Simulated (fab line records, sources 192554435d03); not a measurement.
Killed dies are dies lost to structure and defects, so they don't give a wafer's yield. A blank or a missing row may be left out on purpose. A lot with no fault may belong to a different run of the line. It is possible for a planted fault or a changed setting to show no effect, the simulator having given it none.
A lot that was struck, set against a sound lot || flow n5-finfet || 41 steps out of a route of 1938
Sound: the wafers L486.1, L486.4, L486.5. The struck wafers were L480.2, L480.3, L480.6. Last of all comes the cause.
At each step with rows: each side's tool, then ch and its chambers, then its first start. Under that, the readings that differ: sound wafers || struck wafers || difference of the means || sigmas: that difference in standard deviations of wafers without a fault.
alike: a reading whose means differ by less than 2 such deviations, as well as words and numbers matching on both sides. not compared: withheld readings; readings where some wafer has no value; bounds like >300 that might hide an equal value; numbers whose values overlap and for which the record gives no deviation.
The two part at a step that has a row with sigmas, a row that says differs or no value, or rows on one side only. Non-overlapping numbers with no deviation appear without sigmas and do not part them. Lack of a reading on every wafer of one side parts them only where that side has two or more wafers.

first, 12 steps without rows for these wafers: N5_MOL_CONTACT_COAG_DESCUM_88 (chemistry O2, time 7 s); N5_MOL_CONTACT_COAG_ETCH_89 (etches underlayer in N2/H2, target depth 13 nm, time 10.4 s); N5_MOL_CONTACT_COAG_ETCH_90 (etches SiARC in CF4, target depth 13 nm, time 21.7 s); N5_MOL_CONTACT_COAG_ALD_131 (deposits SiO2, target thk 5 nm, pulse time 1 s, co reactant pulse time 1 s); N5_MOL_CONTACT_COAG_ETCHBACK_132 (etches SiO2 in CHF3, target depth 10 nm, time 6.7 s); N5_MOL_CONTACT_COAG_ETCH_91 (etches SOC in N2/H2, target depth 60 nm, overetch 21 nm, time 101.2 s); N5_MOL_CONTACT_COAG_STRIP_92 (strips in N2/H2); N5_MOL_CONTACT_COAG_STRIP_93 (strips in N2/H2); N5_MOL_CONTACT_COAG_ETCHBACK_135 (etches SiO2 in CHF3, target depth 25 nm, time 16.7 s); N5_MOL_CONTACT_COAG_STRIP_118 (strips in CHF3); N5_MOL_CONTACT_COAG_VIA_ETCH_46 (etches SiO2 in C4F6/O2, target depth 46 nm, overetch 9.2 nm, time 40 s); N5_MOL_CONTACT_COAG_STRIP_96 (strips in N2/H2).
N5_MOL_CONTACT_COAG_ETCH_47: etches SiNx in CH3F/O2, stops on W, target depth 27 nm.
  sound on rie-diel-06 ch 1,2,3, day 10 22:38; struck on rie-diel-03 ch 1,3, day 9 11:44
  no value came back on the struck wafers for any of 8 readings (CH3F_flow_sccm (sccm), O2_flow_sccm (sccm) and others); on the sound wafers CH3F_flow_sccm (sccm) reads 29.95 30.09 29.97
{"reading": "model.SiO2_of_MOL_CONTACT_COAG_PECVD_31.thk-nm (nm)", "sound": "44.6 43.6 44.4", "struck": "46 45.8 45.6", "difference": "+2", "sigmas": ""}
  not compared: rf-hours-counter-h
then, 25 steps without rows for these wafers: N5_MOL_CONTACT_COAG_STRIP_119 (strips in N2/H2, time 30 s); N5_MOL_CONTACT_COAG_PRECLEAN_144 (cleans in alkaline clean, time 60 s); N5_MOL_CONTACT_COAG_SRD_145 (time 30 s); N5_MOL_CONTACT_COAG_COAT_62 (time 60 s, resist thk 60 nm); N5_MOL_CONTACT_COAG_COAT_63 (time 60 s, resist thk 10 nm); N5_MOL_CONTACT_COAG_COAT_64 (time 60 s, resist thk 10 nm); N5_MOL_CONTACT_COAG_COAT_34 (resist thk 40 nm); N5_MOL_CONTACT_COAG_EBR_36; N5_MOL_CONTACT_COAG_SOFTBAKE_35 (time 60 s); N5_MOL_CONTACT_COAG_EXPOSE_37 (exposes mask VD, defocus 0 nm); N5_MOL_CONTACT_COAG_PEB_38 (peb time 60 s); N5_MOL_CONTACT_COAG_DEVELOP_39 (develop time 30 s); N5_MOL_CONTACT_COAG_DESCUM_45 (chemistry O2, time 7 s); N5_MOL_CONTACT_COAG_ETCH_65 (etches underlayer in N2/H2, target depth 13 nm, time 10.4 s); N5_MOL_CONTACT_COAG_ETCH_66 (etches SiARC in CF4, target depth 13 nm, time 21.7 s); N5_MOL_CONTACT_COAG_ALD_133 (deposits SiO2, target thk 5 nm, pulse time 1 s, co reactant pulse time 1 s); N5_MOL_CONTACT_COAG_ETCHBACK_134 (etches SiO2 in CHF3, target depth 10 nm, time 6.7 s); N5_MOL_CONTACT_COAG_ETCH_67 (etches SOC in N2/H2, target depth 60 nm, overetch 21 nm, time 101.2 s); N5_MOL_CONTACT_COAG_STRIP_68 (strips in N2/H2); N5_MOL_CONTACT_COAG_STRIP_69 (strips in N2/H2); N5_MOL_CONTACT_COAG_ETCHBACK_136 (etches SiO2 in CHF3, target depth 25 nm, time 16.7 s); N5_MOL_CONTACT_COAG_STRIP_120 (strips in CHF3); N5_MOL_CONTACT_COAG_VIA_ETCH_117 (etches SiO2 in C4F6/O2, target depth 40 nm, overetch 8 nm, time 26 s); N5_MOL_CONTACT_COAG_ETCH_124 (etches SiNx in CH3F/O2, stops on SiOC, target depth 6.5 nm); N5_MOL_CONTACT_COAG_ETCH_48 (etches SiOC in C4F6/O2, target depth 15 nm, overetch 4.5 nm, time 17 s).
N5_MOL_CONTACT_COAG_CMP_52: polishes, stops on SiO2, t overpolish 1.5 s, target thk 66.5 nm.
  sound on cmp-03 ch 0,3, day 11 01:29; struck on cmp-02 ch 0,2,3, day 9 14:07
{"reading": "model.SiO2_of_MOL_CONTACT_COAG_PECVD_31.thk-nm (nm)", "sound": "44.4 43.4 44.2", "struck": "45.8 45.4 45.2", "difference": "+1.5", "sigmas": ""}
  alike: motor-current-A
N5_BEOL_M4_RC_MEAS_101:
  the record has rows for the sound wafers here (prober-02 ch 0, day 14 09:47) and none for the struck ones
-- a jump in the record: the struck wafers' starts before and after are 9 days apart (it breaks off in module BEOL_M4 and resumes in module PASSIVATION, where the first step shown is number 1936 of the route) --
N5_PASSIVATION_PROBE_49:
  only the struck wafers here have rows in the record (prober-01, day 18 02:17); the sound ones have none

== WHERE THEY PART ==
Last at N5_PASSIVATION_PROBE_49 as far as this record goes, first at N5_MOL_CONTACT_COAG_ETCH_47.

WHY: whatever the simulator had introduced
At N5_MOL_CONTACT_COAG_ETCH_47, the step was skipped entirely on rie-diel-03 from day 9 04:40 on. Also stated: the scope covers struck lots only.
